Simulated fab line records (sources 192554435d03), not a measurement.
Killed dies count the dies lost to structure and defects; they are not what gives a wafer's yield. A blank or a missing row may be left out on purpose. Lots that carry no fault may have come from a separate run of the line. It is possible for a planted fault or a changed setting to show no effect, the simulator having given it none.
Chamber matching | flow n5-finfet | N5_BEOL_M5_ETCH_67 on rie-diel-05 has 4 sister chambers
The step etches SiARC in CF4, target depth 15.6 nm, time 26 s. 4 wafers are shown with their chamber, then 11 later ones without.

== EACH WAFER AND ITS CHAMBER ==
wafer  | chamber | showerhead-plenum-p-Torr (Torr)
L084.3 | 1       | 2.14
L086.5 | 0       | 2.06
L087.6 | 2       | 2.14
L088.1 | 3       | 2.21

== WAFERS WITHOUT THEIR CHAMBER ==
wafer  | showerhead-plenum-p-Torr (Torr)
L088.3 | 2.14
L088.5 | 2.21
L091.1 | 2.14
L091.5 | 2.14
L091.6 | 2.21
L093.2 | 2.05
L093.4 | 2.20
L093.5 | 2.13
L096.1 | 2.14
L096.5 | 2.14
L096.6 | 2.20

== THE CHAMBER EACH PASSED THROUGH ==
wafer  | from the rows above     | in truth
L088.3 | can't be placed: 1 or 2 | 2
L088.5 | 3                       | 3
L091.1 | can't be placed: 1 or 2 | 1
L091.5 | can't be placed: 1 or 2 | 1
L091.6 | 3                       | 3
L093.2 | 0                       | 0
L093.4 | 3                       | 3
L093.5 | can't be placed: 1 or 2 | 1
L096.1 | can't be placed: 1 or 2 | 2
L096.5 | can't be placed: 1 or 2 | 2
L096.6 | 3                       | 3
Correctly placed: 5 of 11. Can't be placed from these rows: 6 (the true chamber is among the candidates in 6). 0 placed wrongly.
How it was worked out, from the rows above alone: a wafer's distance from a chamber is the root of the sum, over the readings, of the square of ((its reading less the chamber's mean) divided by the reading's scatter). The wafer belongs to the nearest chamber; if the next one is less than 2 further off, it can't be placed. Each chamber's mean is taken over the wafers shown for it. The scatter (one wafer shown for each chamber): square how far every hidden wafer sits from the nearest shown wafer, average those squares and take the square root.
